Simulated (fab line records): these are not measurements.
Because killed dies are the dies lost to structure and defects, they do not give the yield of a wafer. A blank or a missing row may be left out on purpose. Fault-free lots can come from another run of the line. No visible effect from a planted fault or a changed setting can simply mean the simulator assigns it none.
Comparing a struck lot with a sound one / flow nandHarc / 26 steps out of a route of 1302
Sound: the wafers L908.2, L908.3, L908.5. Struck: wafers L928.1, L928.6. (L928.2 of the same lot was not struck and is left out.) The cause comes at the end.
For every step that has rows: the tool of each side, followed by ch and its chambers, followed by its first start. Under that, the readings that differ: sound wafers / struck wafers / difference of the means / sigmas: that difference in standard deviations of wafers without a fault.
alike: a reading whose means differ by less than 2 such deviations, as well as words and numbers matching on both sides. not compared: withheld readings; readings where some wafer has no value; bounds like >300 that might hide an equal value; numbers whose values overlap and for which the record gives no deviation.
A row with sigmas, a row that says differs or no value, or rows on one side alone: a step with any of these is where the two part. Numbers that don't overlap but have no deviation are shown without sigmas and don't part them. Lack of a reading on every wafer of one side parts them only where that side has two or more wafers.

NHARC_A_BLC_STRIP_29: strips in CF4.
  sound on rieDiel-06 ch 0,1,3, day 23 04:50; struck on rieDiel-06 ch 0,2, day 31 05:38
  alike: cf4FlowSccm, drypumpMotorCurrentA, oesProductAu, rfVppV, showerheadPlenumPTorr, throttleValvePct
  not compared: rfHoursCounterH
then, 5 steps without rows for these wafers: NHARC_A_BLC_STRIP_21 (strips in O2); NHARC_A_BLC_STRIP_22 (strips in post etch residue remover, time 600 s); NHARC_A_BLC_DEGAS_30 (time 60 s); NHARC_A_BLC_PRE_CLEAN_31 (time 15 s); NHARC_A_BLC_PVD_32 (deposits Ti, target thk 5 nm, time 17.7 s).
NHARC_A_BLC_ALD_23: deposits TiN, target thk 3 nm, pulse time 1 s, ald cycles 150.
  sound on aldMetal-02 ch 0,1, day 23 05:35; struck on aldMetal-01 ch 3, day 31 06:23
  alike: heaterPowerW, precursorPulseHeightRel
NHARC_A_BLC_CVD_24: deposits W, target thk 150 nm, time 434 s.
  sound: cvdW-01 ch 0,1; struck: cvdW-01 ch 1
  alike: heaterPowerW, throttleValvePct
NHARC_A_BLC_CMP_25: polishes, t overpolish 30 s, target thk 150 nm.
  sound on cmp-02 ch 0,1,3, day 23 06:22; struck on cmp-02 ch 0,3, day 31 07:08
  alike: edgeZonePressureFrac, motorCurrentA, overpolishRunS, timeToEndpointS
then, 1 step without rows for these wafers: NHARC_A_BLC_SRD_27.
NHARC_A_BLC_INSPECT_28:
  sound on defectInspect-01 at day 23 06:43; struck on defectInspect-01 at day 31 07:31
  alike: rawDefectCount
NHARC_A_M0_DEP_00: deposits SiOC, target thk 150 nm.
  sound on pecvd-03 ch 1,2, day 23 06:47; struck on pecvd-02 ch 0, day 31 07:35
  alike: showerheadVppV
then, 9 steps without rows for these wafers: NHARC_A_M0_DEHYDRATE_01 (time 120 s); NHARC_A_M0_HMDS_02 (time 30 s); NHARC_A_M0_COAT_33 (time 65 s); NHARC_A_M0_COAT_03 (resist thk 90 nm); NHARC_A_M0_SOFTBAKE_04 (time 55 s); NHARC_A_M0_EBR_05; NHARC_A_M0_EXPOSE_06 (exposes mask A M0, target cd 80 nm); NHARC_A_M0_PEB_07 (peb time 65 s); NHARC_A_M0_DEVELOP_08 (develop time 35 s).
NHARC_A_M0_CD_MEAS_09: target cd 80 nm.
  sound on cdSem-02 ch 0, day 23 07:29; struck on cdSem-01 ch 0, day 31 08:25
  alike: cdNm
NHARC_A_M0_OVL_MEAS_10: pitch 160 nm.
  sound on overlay-01 at day 23 07:35; struck on overlay-01 at day 31 08:30
reading=overlayXNm (nm); sound=0.0 -0.5 -0.1; struck=-1.6 -1.6; difference=-1.4; sigmas=-2
  alike: overlayYNm
NHARC_A_M0_INSPECT_11:
  sound on defectInspect-01 at day 23 07:37; struck on defectInspect-02 at day 31 08:32
reading=rawDefectCount; sound=111 116 125; struck=711 695; difference=+586; sigmas=+16
NHARC_A_M0_DESCUM_14: chemistry O2, time 3 s.
  sound on rieDiel-07 ch 2,3, day 23 07:41; struck on rieDiel-05 ch 2,3, day 31 08:37
reading=showerheadPlenumPTorr (Torr); sound=1.85 1.81 1.81; struck=1.98 1.98; difference=+0.16; sigmas=+2
  alike: drypumpMotorCurrentA, oesProductAu, rfVppV, throttleValvePct
  not compared: rfHoursCounterH
-- record jumps: 2 days between struck wafers' starts before vs after; left off in module A_M0, resumes in module END, first step shown is number 1302 of the route --
NHARC_END_SORT_01:
  sound on prober-01 ch 0, day 25 01:48; struck on prober-01 ch 0, day 33 10:16
reading=defectLimitedYield (%); sound=88.9 89.1 93.1; struck=78.3 73.6; difference=-14.4; sigmas=-5
reading=killedAtArray; sound=73 70 45; struck=143 171; difference=+94; sigmas=+5
reading=killedAtOther; sound=0 1 0; struck=2 5; difference=+3; sigmas=+2
reading=killedDies; sound=75 74 47; struck=147 179; difference=+98; sigmas=+5
  alike: killedAtPeriphery, killedOpen, killedShort

## WHERE THEY PART
Last at NHARC_END_SORT_01 as far as this record goes, first at NHARC_A_M0_OVL_MEAS_10.

WHY: whatever the simulator had introduced
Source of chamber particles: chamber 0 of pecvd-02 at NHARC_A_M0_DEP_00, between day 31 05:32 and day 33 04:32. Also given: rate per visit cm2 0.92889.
